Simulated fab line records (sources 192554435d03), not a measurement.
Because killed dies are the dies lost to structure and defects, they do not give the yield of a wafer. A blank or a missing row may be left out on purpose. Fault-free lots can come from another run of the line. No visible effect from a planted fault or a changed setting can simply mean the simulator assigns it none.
Comparing a struck lot with a sound one -- flow n5 finfet -- 16 steps out of a route of 1938
Sound: the wafers L552.2, L552.4, L552.5. Wafers struck: L539.2, L539.3, L539.4. The cause comes at the end.
Each step with rows lists, per side, the tool, then ch with its chambers, then its first start. Under that, the readings that differ: sound wafers -- struck wafers -- difference of the means -- sigmas: that difference in standard deviations of wafers without a fault.
alike: same words and numbers on both sides, and readings whose means sit less than 2 such deviations apart. not compared: any withheld reading, any reading some wafer has no value for, any bound like >300 that may hide the same value, and any number with overlapping values for which the record gives no deviation.
Wherever a step has rows on one side only, a row that says differs or no value, or a row with sigmas, the two part there. When numbers do not overlap yet have no deviation, they are printed without sigmas and do not part them. Lack of a reading on every wafer of one side parts them only where that side has two or more wafers.

first, 4 steps without rows for these wafers: N5_BEOL_M2_HM_STRIP_39 (strips TiN in peroxide tin strip, target depth 25 nm, time 158 s); N5_BEOL_M2_SRD_40 (time 30 s); N5_BEOL_M2_PRECLEAN_42 (cleans in residue remover, time 60 s); N5_BEOL_M2_SRD_43 (time 30 s).
N5_BEOL_M2_CD_MEAS_35: target cd 18 nm, target cd y 22.2 nm.
  sound on cd sem-03, day 13 04:04; struck on cd sem-01, day 10 02:11
  alike: cd nm
N5_BEOL_M2_DEGAS_44: time 60 s.
  sound on pvd sputter-01, day 13 04:10; struck on pvd sputter-02, day 10 02:18
  alike: heater power w
then, 1 step without rows for these wafers: N5_BEOL_M2_PRE_CLEAN_45 (time 30 s).
N5_BEOL_M2_ALD_84: deposits TaN, pulse time 2 s, purge time 3 s, co reactant purge time 2 s.
  sound on ald metal-01 ch 0,2, day 13 04:16; struck on ald metal-03 ch 2,3, day 10 02:26
  alike: heater power w, precursor vessel pressure torr
N5_BEOL_M2_SURFACE_TREAT_85:
  sound on pvd sputter-02, day 13 04:56; struck on pvd sputter-01, day 10 02:52
  not compared: throttle valve pct
then, 1 step without rows for these wafers: N5_BEOL_M2_CVD_47 (deposits Co from CCTBA/H2, target thk 3 nm, time 223.8 s).
N5_BEOL_M2_SPUTTER_48: material Cu, target thk 4.5 nm, time 8.29 s.
  sound on pvd sputter-03, day 13 05:32; struck on pvd sputter-01, day 10 03:10
reading,sound,struck,difference,sigmas
throttle valve pct (%),30.4 29.5 29.4,31.9 30.1 31.3,+1.3,+2
  alike: chamber pressure pa, chuck gas flow sccm, chuck sensor temp C
then, 1 step without rows for these wafers: N5_BEOL_M2_ANNEAL_49 (time 240 s).
N5_BEOL_M2_SPUTTER_79: material Cu, target thk 4.5 nm, time 8.29 s.
  sound on pvd sputter-03, day 13 05:45; struck on pvd sputter-01, day 10 03:23
  no value came back on the struck wafers for chamber pressure pa (Pa), chuck gas flow sccm (sccm), chuck sensor temp C (C), throttle valve pct (%); on the sound wafers chamber pressure pa (Pa) reads 0.07003 0.07017 0.07004
N5_BEOL_M2_ANNEAL_80: time 240 s.
  sound on pvd sputter-03, day 13 05:50; struck on pvd sputter-01, day 10 03:28
  alike: heater power w
N5_BEOL_M4_RC_MEAS_101:
  sound on prober-02 ch 0, day 15 03:14; struck on prober-01 ch 0, day 11 15:11
reading,sound,struck,difference,sigmas
IOFF_P (nA/um),0.170 0.172 0.162,0.199 0.250 0.236,+0.060,+2
VT_P (mV),-257 -258 -257,-251 -248 -248,+8,+3
  alike: DIBL_N, DIBL_P, IOFF_N, ION_N, ION_P, SS_N, SS_P, VT_N
-- record jumps: 4 days separate the struck wafers' starts on either side; left off in module BEOL_M4, taken up again in module PASSIVATION, whose first shown step is the route's number 1936 --
N5_PASSIVATION_PROBE_49:
  only the struck wafers here have rows in the record (prober-02, day 16 03:07); the sound ones have none

WHERE THEY PART
Last at N5_PASSIVATION_PROBE_49 as far as this record goes, first at N5_BEOL_M2_SPUTTER_48.

WHY: what the simulator had put in
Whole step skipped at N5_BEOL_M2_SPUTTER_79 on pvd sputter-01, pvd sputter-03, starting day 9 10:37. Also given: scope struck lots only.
